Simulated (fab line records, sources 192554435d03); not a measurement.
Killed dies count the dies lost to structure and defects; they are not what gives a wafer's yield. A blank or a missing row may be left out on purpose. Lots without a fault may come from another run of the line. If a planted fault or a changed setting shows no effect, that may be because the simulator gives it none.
Which tool was responsible? + flow n5-finfet + 24 lots with 72 wafers sampled at 6 steps, on a route of 1938 steps

WHAT THE GAUGES SHOWED, per wafer
The record lacks any reading of a measuring or inspecting step that a usual standard deviation could be used to judge.

WHAT TOOL EACH LOT RAN ON (gives the tool, then ch and the chambers of the sampled wafers, and finally the start)
| lot  | N5_BEOL_M3_DESCUM_33               | N5_BEOL_M3_ETCHBACK_99             | N5_BEOL_M3_ETCH_41                            | N5_BEOL_M3_ANNEAL_49         | N5_BEOL_M3_ANNEAL_91         | N5_BEOL_M3_SPUTTER_92        |
|------|------------------------------------|------------------------------------|-----------------------------------------------|------------------------------|------------------------------|------------------------------|
| L075 | rie-diel-02 ch 1,2,3, day 7 19:01  | rie-diel-04 ch 1,2, day 7 20:23    | rie-diel-04 ch 1,2, day 7 22:07 or earlier    | pvd-sputter-02, day 7 22:07  | pvd-sputter-02, day 7 23:13  | pvd-sputter-02, day 7 23:21  |
| L076 | rie-diel-05 ch 0,1,2, day 8 01:27  | rie-diel-05 ch 0,1,3, day 8 01:47  | rie-diel-05 ch 0,1,3, day 8 03:04 or earlier  | pvd-sputter-02, day 8 03:04  | pvd-sputter-02, day 8 04:10  | pvd-sputter-02, day 8 04:17  |
| L074 | rie-diel-02 ch 0,2,3, day 8 03:00  | rie-diel-05 ch 2,3, day 8 04:55    | rie-diel-05 ch 2,3, day 8 06:31 or earlier    | pvd-sputter-01, day 8 06:31  | pvd-sputter-01, day 8 07:37  | pvd-sputter-01, day 8 07:46  |
| L077 | rie-diel-04 ch 0,1,3, day 8 08:40  | rie-diel-04 ch 1,2,3, day 8 11:24  | rie-diel-04 ch 1,2,3, day 8 13:09 or earlier  | pvd-sputter-03, day 8 13:09  | pvd-sputter-03, day 8 14:15  | pvd-sputter-03, day 8 14:23  |
| L078 | rie-diel-02 ch 0,2, day 8 16:59    | rie-diel-02 ch 0,1,3, day 8 21:29  | rie-diel-02 ch 0,1,3, day 8 23:46 or earlier  | pvd-sputter-03, day 8 23:46  | pvd-sputter-03, day 9 00:52  | pvd-sputter-03, day 9 01:01  |
| L079 | rie-diel-04 ch 1,2,3, day 8 18:12  | rie-diel-04 ch 0,2,3, day 9 06:34  | rie-diel-04 ch 0,2,3, day 9 08:15 or earlier  | pvd-sputter-01, day 9 08:15  | pvd-sputter-01, day 9 09:21  | pvd-sputter-01, day 9 09:29  |
| L080 | rie-diel-05 ch 0,1,2, day 9 00:32  | rie-diel-02 ch 2,3, day 9 11:43    | rie-diel-02 ch 2,3, day 9 13:23 or earlier    | pvd-sputter-02, day 9 13:23  | pvd-sputter-02, day 9 14:29  | pvd-sputter-02, day 9 14:38  |
| L083 | rie-diel-02 ch 0,1,3, day 9 13:16  | rie-diel-04 ch 0,1, day 9 15:28    | rie-diel-04 ch 0,1, day 9 17:22 or earlier    | pvd-sputter-03, day 9 17:22  | pvd-sputter-03, day 9 18:28  | pvd-sputter-03, day 9 18:37  |
| L081 | rie-diel-02 ch 1,3, day 9 18:01    | rie-diel-04 ch 1,2,3, day 10 00:01 | rie-diel-04 ch 1,2,3, day 10 03:20 or earlier | pvd-sputter-03, day 10 03:20 | pvd-sputter-03, day 10 04:26 | pvd-sputter-03, day 10 04:34 |
| L084 | rie-diel-04 ch 1,3, day 10 02:59   | rie-diel-02 ch 1,2, day 10 17:41   | rie-diel-02 ch 1,2, day 10 19:26 or earlier   | pvd-sputter-03, day 10 19:26 | pvd-sputter-03, day 10 20:32 | pvd-sputter-03, day 10 20:40 |
| L082 | rie-diel-04 ch 0,2,3, day 10 03:06 | rie-diel-02 ch 1,2,3, day 10 19:35 | rie-diel-02 ch 1,2,3, day 10 21:13 or earlier | pvd-sputter-01, day 10 21:13 | pvd-sputter-01, day 10 22:19 | pvd-sputter-01, day 10 22:27 |
| L085 | rie-diel-05 ch 0,1,3, day 10 07:53 | rie-diel-02 ch 1,2,3, day 10 20:44 | rie-diel-02 ch 1,2,3, day 10 22:37 or earlier | pvd-sputter-03, day 10 22:37 | pvd-sputter-03, day 10 23:43 | pvd-sputter-03, day 10 23:51 |
| L086 | rie-diel-05 ch 1,2, day 10 11:14   | rie-diel-02 ch 1,2,3, day 11 02:39 | rie-diel-02 ch 1,2,3, day 11 05:41 or earlier | pvd-sputter-02, day 11 05:41 | pvd-sputter-02, day 11 06:47 | pvd-sputter-02, day 11 06:55 |
| L088 | rie-diel-04 ch 0,2,3, day 10 15:14 | rie-diel-02 ch 1,2,3, day 10 22:20 | rie-diel-02 ch 1,2,3, day 11 00:13 or earlier | pvd-sputter-01, day 11 00:13 | pvd-sputter-01, day 11 01:19 | pvd-sputter-01, day 11 01:27 |
| L089 | rie-diel-02 ch 0,1,3, day 11 07:46 | rie-diel-05 ch 0,3, day 11 10:25   | rie-diel-05 ch 0,3, day 11 12:01 or earlier   | pvd-sputter-01, day 11 12:01 | pvd-sputter-01, day 11 13:07 | pvd-sputter-01, day 11 13:15 |
| L087 | rie-diel-04 ch 0,1,2, day 11 08:37 | rie-diel-02 ch 0,1,3, day 11 10:18 | rie-diel-02 ch 0,1,3, day 11 11:53 or earlier | pvd-sputter-02, day 11 11:53 | pvd-sputter-02, day 11 12:59 | pvd-sputter-02, day 11 13:07 |
| L090 | rie-diel-05 ch 0,2,3, day 11 15:26 | rie-diel-04 ch 0,1,2, day 11 18:56 | rie-diel-04 ch 0,1,2, day 11 20:40 or earlier | pvd-sputter-01, day 11 20:40 | pvd-sputter-01, day 11 21:46 | pvd-sputter-01, day 11 21:55 |
| L092 | rie-diel-02 ch 0,1, day 11 23:06   | rie-diel-04 ch 0,3, day 12 07:45   | rie-diel-04 ch 0,3, day 12 09:27 or earlier   | pvd-sputter-01, day 12 09:27 | pvd-sputter-01, day 12 10:33 | pvd-sputter-01, day 12 10:41 |
| L091 | rie-diel-05 ch 0,2,3, day 12 05:56 | rie-diel-05 ch 1,2,3, day 12 13:12 | rie-diel-05 ch 1,2,3, day 12 15:09 or earlier | pvd-sputter-01, day 12 15:09 | pvd-sputter-01, day 12 16:15 | pvd-sputter-01, day 12 16:23 |
| L093 | rie-diel-02 ch 1,2,3, day 12 06:08 | rie-diel-02 ch 0,1,3, day 12 11:06 | rie-diel-02 ch 0,1,3, day 12 12:46 or earlier | pvd-sputter-03, day 12 12:46 | pvd-sputter-03, day 12 13:52 | pvd-sputter-03, day 12 14:00 |
| L095 | rie-diel-02 ch 1,2,3, day 12 13:10 | rie-diel-02 ch 0,3, day 12 13:52   | rie-diel-02 ch 0,3, day 12 15:19 or earlier   | pvd-sputter-02, day 12 15:19 | pvd-sputter-02, day 12 16:25 | pvd-sputter-02, day 12 16:34 |
| L094 | rie-diel-05 ch 1,2, day 12 15:06   | rie-diel-02 ch 0,3, day 13 01:19   | rie-diel-02 ch 0,3, day 13 04:39 or earlier   | pvd-sputter-02, day 13 04:39 | pvd-sputter-02, day 13 05:45 | pvd-sputter-02, day 13 05:53 |
| L096 | rie-diel-05 ch 1,2, day 13 01:08   | rie-diel-02 ch 0,2,3, day 13 15:40 | rie-diel-02 ch 0,2,3, day 13 17:35 or earlier | pvd-sputter-02, day 13 17:35 | pvd-sputter-02, day 13 18:41 | pvd-sputter-02, day 13 18:50 |
| L097 | rie-diel-02 ch 0,2,3, day 13 02:39 | rie-diel-04 ch 0,1,3, day 13 19:01 | rie-diel-04 ch 0,1,3, day 13 21:40 or earlier | pvd-sputter-03, day 13 21:40 | pvd-sputter-03, day 13 22:46 | pvd-sputter-03, day 13 22:55 |
- N5_BEOL_M3_DESCUM_33: chemistry O2, time 7 s.
- N5_BEOL_M3_ETCHBACK_99: etches SiO2 in CHF3, target depth 5 nm, time 10.4 s.
- N5_BEOL_M3_ETCH_41: etches SiCN in CH3F/O2, target depth 29.9 nm, time 52.5 s.
- N5_BEOL_M3_ANNEAL_49: time 240 s.
- N5_BEOL_M3_ANNEAL_91: time 240 s.
- N5_BEOL_M3_SPUTTER_92: material Cu, target thk 4.5 nm, time 8.29 s.

AS READ BY THE TOOLS THEMSELVES (means over the sampled wafers that have a number; for cases with no such wafer, the mark the record gives instead)
N5_BEOL_M3_DESCUM_33. Usual: drypump-motor-current-A 5.6 A, standard deviation 0.43; oes-product-au 0.81 a.u., standard deviation 0.087; rf-vpp-V 243.2 V, standard deviation 1.5; showerhead-plenum-p-Torr 2.10 Torr, standard deviation 0.086; throttle-valve-pct 20.51 %, standard deviation 0.18.
| lot  | tool        | drypump-motor-current-A (A) | oes-product-au (a.u.) | rf-vpp-V (V) | showerhead-plenum-p-Torr (Torr) | throttle-valve-pct (%) | flag |
|------|-------------|-----------------------------|-----------------------|--------------|---------------------------------|------------------------|------|
| L075 | rie-diel-02 | 5.5                         | 0.94                  | 243.0        | 2.11                            | 20.37                  |      |
| L076 | rie-diel-05 | 5.7                         | 0.74                  | 242.2        | 2.03                            | 20.57                  |      |
| L074 | rie-diel-02 | 5.8                         | 0.85                  | 244.4        | 2.12                            | 20.48                  |      |
| L077 | rie-diel-04 | 5.4                         | 0.82                  | 243.2        | 2.11                            | 20.50                  |      |
| L078 | rie-diel-02 | 5.9                         | 0.82                  | 243.9        | 2.18                            | 20.46                  |      |
| L079 | rie-diel-04 | 5.8                         | 0.79                  | 243.6        | 2.09                            | 20.60                  |      |
| L080 | rie-diel-05 | 5.7                         | 0.74                  | 242.5        | 2.02                            | 20.60                  |      |
| L083 | rie-diel-02 | 5.5                         | 0.85                  | 243.2        | 2.06                            | 20.53                  |      |
| L081 | rie-diel-02 | 5.5                         | 0.92                  | 242.4        | 2.04                            | 20.41                  |      |
| L084 | rie-diel-04 | 5.9                         | 0.75                  | 242.5        | 2.04                            | 20.72                  |      |
| L082 | rie-diel-04 | 5.7                         | 0.84                  | 244.0        | 2.15                            | 20.55                  |      |
| L085 | rie-diel-05 | 5.9                         | 0.75                  | 243.1        | 2.09                            | 20.51                  |      |
| L086 | rie-diel-05 | 5.8                         | 0.77                  | 242.2        | 2.04                            | 20.61                  |      |
| L088 | rie-diel-04 | 5.7                         | 0.84                  | 244.2        | 2.15                            | 20.55                  |      |
| L089 | rie-diel-02 | 5.5                         | 0.83                  | 242.2        | 2.05                            | 20.54                  |      |
| L087 | rie-diel-04 | 5.4                         | 0.80                  | 244.2        | 2.15                            | 20.42                  |      |
| L090 | rie-diel-05 | 5.6                         | 0.78                  | 243.0        | 2.07                            | 20.46                  |      |
| L092 | rie-diel-02 | 5.3                         | 0.82                  | 243.1        | 2.05                            | 20.56                  |      |
| L091 | rie-diel-05 | 5.6                         | 0.77                  | 242.5        | 2.06                            | 20.45                  |      |
| L093 | rie-diel-02 | 5.5                         | 0.87                  | 242.6        | 2.09                            | 20.42                  |      |
| L095 | rie-diel-02 | 5.5                         | 0.86                  | 243.4        | 2.09                            | 20.42                  |      |
| L094 | rie-diel-05 | 5.8                         | 0.76                  | 241.7        | 2.04                            | 20.65                  |      |
| L096 | rie-diel-05 | 6.1                         | 0.72                  | 242.9        | 2.06                            | 20.72                  |      |
| L097 | rie-diel-02 | 5.7                         | 0.79                  | 242.8        | 2.11                            | 20.55                  |      |

N5_BEOL_M3_ETCHBACK_99. Usual: drypump-motor-current-A 5.6 A, standard deviation 0.44; oes-product-au 0.82 a.u., standard deviation 0.084; rf-vpp-V 243 V, standard deviation 3.2; showerhead-plenum-p-Torr 2.17 Torr, standard deviation 0.081; throttle-valve-pct 17.14 %, standard deviation 0.19.
| lot  | tool        | drypump-motor-current-A (A) | oes-product-au (a.u.) | rf-vpp-V (V) | showerhead-plenum-p-Torr (Torr) | throttle-valve-pct (%) | flag |
|------|-------------|-----------------------------|-----------------------|--------------|---------------------------------|------------------------|------|
| L075 | rie-diel-04 | 5.8                         | 0.81                  | 245          | 2.24                            | 17.26                  |      |
| L076 | rie-diel-05 | 5.8                         | 0.75                  | 243          | 2.14                            | 17.09                  |      |
| L074 | rie-diel-05 | 5.6                         | 0.83                  | 239          | 2.15                            | 17.04                  |      |
| L077 | rie-diel-04 | 5.8                         | 0.79                  | 241          | 2.17                            | 17.31                  |      |
| L078 | rie-diel-02 | 5.5                         | 0.86                  | 243          | 2.13                            | 17.17                  |      |
| L079 | rie-diel-04 | 5.7                         | 0.85                  | 243          | 2.22                            | 17.16                  |      |
| L080 | rie-diel-02 | 5.8                         | 0.90                  | 242          | 2.16                            | 16.96                  |      |
| L083 | rie-diel-04 | 5.0                         | 0.77                  | 240          | 2.18                            | 17.14                  |      |
| L081 | rie-diel-04 | 5.8                         | 0.77                  | 242          | 2.16                            | 17.32                  |      |
| L084 | rie-diel-02 | 5.6                         | 0.88                  | 246          | 2.21                            | 16.97                  |      |
| L082 | rie-diel-02 | 5.5                         | 0.89                  | 244          | 2.16                            | 17.03                  |      |
| L085 | rie-diel-02 | 5.5                         | 0.88                  | 244          | 2.16                            | 17.04                  |      |
| L086 | rie-diel-02 | 5.5                         | 0.88                  | 243          | 2.16                            | 17.04                  |      |
| L088 | rie-diel-02 | 5.6                         | 0.88                  | 243          | 2.16                            | 17.03                  |      |
| L089 | rie-diel-05 | 5.7                         | 0.79                  | 244          | 2.19                            | 16.99                  |      |
| L087 | rie-diel-02 | 5.5                         | 0.83                  | 243          | 2.12                            | 17.20                  |      |
| L090 | rie-diel-04 | 5.4                         | 0.79                  | 244          | 2.22                            | 17.17                  |      |
| L092 | rie-diel-04 | 5.7                         | 0.80                  | 240          | 2.15                            | 17.25                  |      |
| L091 | rie-diel-05 | 5.9                         | 0.77                  | 240          | 2.16                            | 17.14                  |      |
| L093 | rie-diel-02 | 5.5                         | 0.83                  | 243          | 2.12                            | 17.21                  |      |
| L095 | rie-diel-02 | 5.7                         | 0.82                  | 242          | 2.11                            | 17.17                  |      |
| L094 | rie-diel-02 | 5.7                         | 0.81                  | 242          | 2.11                            | 17.17                  |      |
| L096 | rie-diel-02 | 5.8                         | 0.79                  | 244          | 2.16                            | 17.14                  |      |
| L097 | rie-diel-04 | 5.4                         | 0.87                  | 240          | 2.16                            | 17.10                  |      |

N5_BEOL_M3_ETCH_41. Usual: drypump-motor-current-A 5.6 A, standard deviation 0.44; oes-product-au 0.82 a.u., standard deviation 0.084; rf-vpp-V 297.6 V, standard deviation 1.8; showerhead-plenum-p-Torr 2.01 Torr, standard deviation 0.076; throttle-valve-pct 16.38 %, standard deviation 0.19.
| lot  | tool        | drypump-motor-current-A (A) | oes-product-au (a.u.) | rf-vpp-V (V) | showerhead-plenum-p-Torr (Torr) | throttle-valve-pct (%) | flag |
|------|-------------|-----------------------------|-----------------------|--------------|---------------------------------|------------------------|------|
| L075 | rie-diel-04 | 5.9                         | 0.82                  | 299.1        | 2.07                            | 16.48                  |      |
| L076 | rie-diel-05 | 5.9                         | 0.74                  | 297.1        | 1.99                            | 16.35                  |      |
| L074 | rie-diel-05 | 5.6                         | 0.83                  | 297.3        | 2.00                            | 16.28                  |      |
| L077 | rie-diel-04 | 5.8                         | 0.79                  | 297.0        | 2.01                            | 16.53                  |      |
| L078 | rie-diel-02 | 5.5                         | 0.86                  | 296.8        | 1.97                            | 16.40                  |      |
| L079 | rie-diel-04 | 5.7                         | 0.86                  | 298.5        | 2.06                            | 16.41                  |      |
| L080 | rie-diel-02 | 5.7                         | 0.90                  | 297.6        | 2.01                            | 16.22                  |      |
| L083 | rie-diel-04 | 5.1                         | 0.77                  | 298.3        | 2.03                            | 16.39                  |      |
| L081 | rie-diel-04 | 5.8                         | 0.77                  | 297.4        | 2.01                            | 16.56                  |      |
| L084 | rie-diel-02 | 5.6                         | 0.88                  | 298.9        | 2.06                            | 16.23                  |      |
| L082 | rie-diel-02 | 5.5                         | 0.88                  | 297.8        | 2.01                            | 16.27                  |      |
| L085 | rie-diel-02 | 5.5                         | 0.89                  | 296.9        | 2.01                            | 16.28                  |      |
| L086 | rie-diel-02 | 5.5                         | 0.88                  | 298.0        | 2.01                            | 16.27                  |      |
| L088 | rie-diel-02 | 5.5                         | 0.89                  | 298.1        | 2.01                            | 16.27                  |      |
| L089 | rie-diel-05 | 5.7                         | 0.79                  | 298.5        | 2.03                            | 16.24                  |      |
| L087 | rie-diel-02 | 5.5                         | 0.84                  | 296.3        | 1.97                            | 16.44                  |      |
| L090 | rie-diel-04 | 5.4                         | 0.80                  | 299.0        | 2.07                            | 16.42                  |      |
| L092 | rie-diel-04 | 5.7                         | 0.80                  | 297.1        | 1.99                            | 16.50                  |      |
| L091 | rie-diel-05 | 5.9                         | 0.77                  | 297.4        | 2.00                            | 16.39                  |      |
| L093 | rie-diel-02 | 5.5                         | 0.82                  | 296.6        | 1.96                            | 16.45                  |      |
| L095 | rie-diel-02 | 5.8                         | 0.82                  | 296.5        | 1.96                            | 16.43                  |      |
| L094 | rie-diel-02 | 5.7                         | 0.81                  | 297.4        | 1.96                            | 16.44                  |      |
| L096 | rie-diel-02 | 5.7                         | 0.79                  | 297.6        | 2.01                            | 16.39                  |      |
| L097 | rie-diel-04 | 5.4                         | 0.87                  | 298.2        | 2.01                            | 16.34                  |      |

N5_BEOL_M3_ANNEAL_49. Usual: heater-power-w 813 W, standard deviation 67; susceptor_temp_C_max 400.8, standard deviation 0.37.
| lot  | tool           | heater-power-w (W) | susceptor_temp_C_max | flag |
|------|----------------|--------------------|----------------------|------|
| L075 | pvd-sputter-02 | 871                | 400.5                |      |
| L076 | pvd-sputter-02 | 821                | 400.4                |      |
| L074 | pvd-sputter-01 | 828                | 400.8                |      |
| L077 | pvd-sputter-03 | 850                | 401.1                |      |
| L078 | pvd-sputter-03 | 800                | 401.1                |      |
| L079 | pvd-sputter-01 | 806                | 400.7                |      |
| L080 | pvd-sputter-02 | 810                | 400.7                |      |
| L083 | pvd-sputter-03 | 780                | 400.8                |      |
| L081 | pvd-sputter-03 | 889                | 401.2                |      |
| L084 | pvd-sputter-03 | 764                | 400.7                |      |
| L082 | pvd-sputter-01 | 807                | 401.1                |      |
| L085 | pvd-sputter-03 | 854                | 401.2                |      |
| L086 | pvd-sputter-02 | 884                | 400.7                |      |
| L088 | pvd-sputter-01 | 789                | 400.7                |      |
| L089 | pvd-sputter-01 | 819                | 401.0                |      |
| L087 | pvd-sputter-02 | 792                | 400.7                |      |
| L090 | pvd-sputter-01 | 788                | 400.8                |      |
| L092 | pvd-sputter-01 | 800                | 400.8                |      |
| L091 | pvd-sputter-01 | 803                | 400.9                |      |
| L093 | pvd-sputter-03 | 825                | 400.7                |      |
| L095 | pvd-sputter-02 | 795                | 400.4                |      |
| L094 | pvd-sputter-02 | 743                | 400.8                |      |
| L096 | pvd-sputter-02 | 796                | 400.8                |      |
| L097 | pvd-sputter-03 | 888                | 401.1                |      |

N5_BEOL_M3_ANNEAL_91. Usual: heater-power-w 814 W, standard deviation 67; susceptor_temp_C_max 400.8, standard deviation 0.37.
| lot  | tool           | heater-power-w (W) | susceptor_temp_C_max | flag |
|------|----------------|--------------------|----------------------|------|
| L075 | pvd-sputter-02 | 868                | 400.8                |      |
| L076 | pvd-sputter-02 | 830                | 400.3                |      |
| L074 | pvd-sputter-01 | 826                | 400.8                |      |
| L077 | pvd-sputter-03 | 856                | 401.0                |      |
| L078 | pvd-sputter-03 | 799                | 400.8                |      |
| L079 | pvd-sputter-01 | 804                | 400.9                |      |
| L080 | pvd-sputter-02 | 808                | 400.8                |      |
| L083 | pvd-sputter-03 | 775                | 401.0                |      |
| L081 | pvd-sputter-03 | 881                | 400.9                |      |
| L084 | pvd-sputter-03 | 768                | 400.8                |      |
| L082 | pvd-sputter-01 | 798                | 401.1                |      |
| L085 | pvd-sputter-03 | 846                | 400.7                |      |
| L086 | pvd-sputter-02 | 873                | 400.5                |      |
| L088 | pvd-sputter-01 | 792                | 400.6                |      |
| L089 | pvd-sputter-01 | 805                | 400.7                |      |
| L087 | pvd-sputter-02 | 802                | 400.8                |      |
| L090 | pvd-sputter-01 | 776                | 400.6                |      |
| L092 | pvd-sputter-01 | 806                | 400.9                |      |
| L091 | pvd-sputter-01 | 816                | 401.2                |      |
| L093 | pvd-sputter-03 | 831                | 400.7                |      |
| L095 | pvd-sputter-02 | 793                | 400.7                |      |
| L094 | pvd-sputter-02 | 752                | 400.5                |      |
| L096 | pvd-sputter-02 | 801                | 400.9                |      |
| L097 | pvd-sputter-03 | 896                | 400.8                |      |

N5_BEOL_M3_SPUTTER_92. Usual: throttle-valve-pct reads 30.0 % (standard deviation 0.88).
| lot  | tool           | throttle-valve-pct (%) | flag |
|------|----------------|------------------------|------|
| L075 | pvd-sputter-02 | 30.0                   |      |
| L076 | pvd-sputter-02 | 30.1                   |      |
| L074 | pvd-sputter-01 | 30.5                   |      |
| L077 | pvd-sputter-03 | 29.1                   |      |
| L078 | pvd-sputter-03 | 29.5                   |      |
| L079 | pvd-sputter-01 | 30.2                   |      |
| L080 | pvd-sputter-02 | 30.2                   |      |
| L083 | pvd-sputter-03 | 29.7                   |      |
| L081 | pvd-sputter-03 | 29.4                   |      |
| L084 | pvd-sputter-03 | 30.7                   |      |
| L082 | pvd-sputter-01 | 30.1                   |      |
| L085 | pvd-sputter-03 | 29.1                   |      |
| L086 | pvd-sputter-02 | 30.2                   |      |
| L088 | pvd-sputter-01 | 29.9                   |      |
| L089 | pvd-sputter-01 | 30.5                   |      |
| L087 | pvd-sputter-02 | 30.0                   |      |
| L090 | pvd-sputter-01 | 29.9                   |      |
| L092 | pvd-sputter-01 | 30.6                   |      |
| L091 | pvd-sputter-01 | 30.3                   |      |
| L093 | pvd-sputter-03 | 30.1                   |      |
| L095 | pvd-sputter-02 | 30.0                   |      |
| L094 | pvd-sputter-02 | 29.8                   |      |
| L096 | pvd-sputter-02 | 30.0                   |      |
| L097 | pvd-sputter-03 | 29.4                   |      |

THE ANSWER, worked out from the rows above alone
Rule: lot off if the mean of its wafers having a number is beyond 3 standard deviations from the usual mean. A lot without any number at a reading at which 4 lots or more have one is off too. Where the step has rows for the other lots, those lots are counted as sound. The gauges are gone through in route order, then the tools' own readings, and for those a lot's mean is taken as printed above. At the first step where some lot is off, the reading lying furthest off is the one used; lots without a number count as furthest.
No lot is off on any of the readings shown, so nothing can be concluded from this.

WHAT WAS PUT IN BY THE SIMULATOR
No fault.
